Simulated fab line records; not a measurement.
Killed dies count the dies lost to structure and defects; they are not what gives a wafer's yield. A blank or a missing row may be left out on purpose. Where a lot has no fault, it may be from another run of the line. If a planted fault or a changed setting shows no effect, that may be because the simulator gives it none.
2 desks looking at one fault    flow n5 finfet    numbers are kept per desk, each desk with only its own; the story behind them comes last

THE TOOL OWNER'S DESK: pecvd-04
The tool's own readings at N5_BEOL_M0_SAQP_PECVD_97 (deposits SiNx from SiH4/NH3/N2, target thk 23 nm, time 19.9 s): means of the sampled wafers that have a number, for each lot that ran on this tool. If a lot's mean is further than 4 standard deviations from the usual mean, the lot is out of limits and carries the mark OUT (the distance appears in the brackets).
Columns: A = heater power w at N5_BEOL_M0_SAQP_PECVD_97, usual 570 W; B = showerhead plenum p Torr at N5_BEOL_M0_SAQP_PECVD_97, usual 5.14 Torr; C = throttle valve pct at N5_BEOL_M0_SAQP_PECVD_97, usual 39.7 %
lot   first seen here  A    B     C
L668  day 6 08:56      640  5.14  44.5
L672  day 7 10:35      608  5.13  44.5
L674  day 7 16:16      652  5.22  40.7
L679  day 9 05:59      629  5.19  43.0
This desk's finding: nothing out of limits on any of the 4 lots.

AT THE METROLOGY DESK
Means of the sampled wafers that have a number, per lot and without regard to the tool the lot ran on: this is what the gauges read. If a lot's mean is further than 4 standard deviations from the usual mean, the lot is out of limits and carries the mark OUT (the distance appears in the brackets). Shown here are 7 of its 11 readings, the ones lying furthest out on some lot.
Columns: A = DIBL_N at N5_BEOL_M4_RC_MEAS_101, usual 36.3 mV/V; B = DIBL_P at N5_BEOL_M4_RC_MEAS_101, usual 36.1 mV/V; C = IOFF_P at N5_BEOL_M4_RC_MEAS_101, usual 0.209 nA/um; D = ION_P at N5_BEOL_M4_RC_MEAS_101, usual 462 uA/um; E = SS_P at N5_BEOL_M4_RC_MEAS_101, usual 73.2 mV/dec; F = VT_P at N5_BEOL_M4_RC_MEAS_101, usual -249.9 mV; G = PASS_OPEN_OVL at N5_PASSIVATION_OVL_MEAS_66, usual 0 nm
lot   first seen here  A     B     C      D    E     F       G
L665  day 7 12:20      35.7  35.0  0.181  456  73.2  -253.5  9
L667  day 8 12:03      37.1  35.3  0.218  463  73.2  -248.4  2
L668  day 8 14:11      35.0  34.0  0.181  461  72.9  -251.3  2
L670  day 9 04:35      37.3  36.7  0.258  468  73.3  -244.9  -6
L672  day 9 19:53      34.8  35.2  0.168  455  73.4  -254.2  -1
L674  day 9 20:49      34.5  35.7  0.193  461  72.9  -251.4  -1
L675  day 10 10:28     36.5  36.7  0.204  462  73.2  -248.9  -1
L679  day 11 15:14     36.7  36.2  0.187  456  73.9  -253.4  8
L688  day 13 22:22     36.0  35.4  0.199  462  73.3  -247.7  -3
This desk's finding: nothing out of limits on any of the 9 lots.

PUT TOGETHER
The tool owner's desk saw nothing out of limits.
Nothing out of limits was seen by the metrology desk.

WHAT THE SIMULATOR HAD PUT IN
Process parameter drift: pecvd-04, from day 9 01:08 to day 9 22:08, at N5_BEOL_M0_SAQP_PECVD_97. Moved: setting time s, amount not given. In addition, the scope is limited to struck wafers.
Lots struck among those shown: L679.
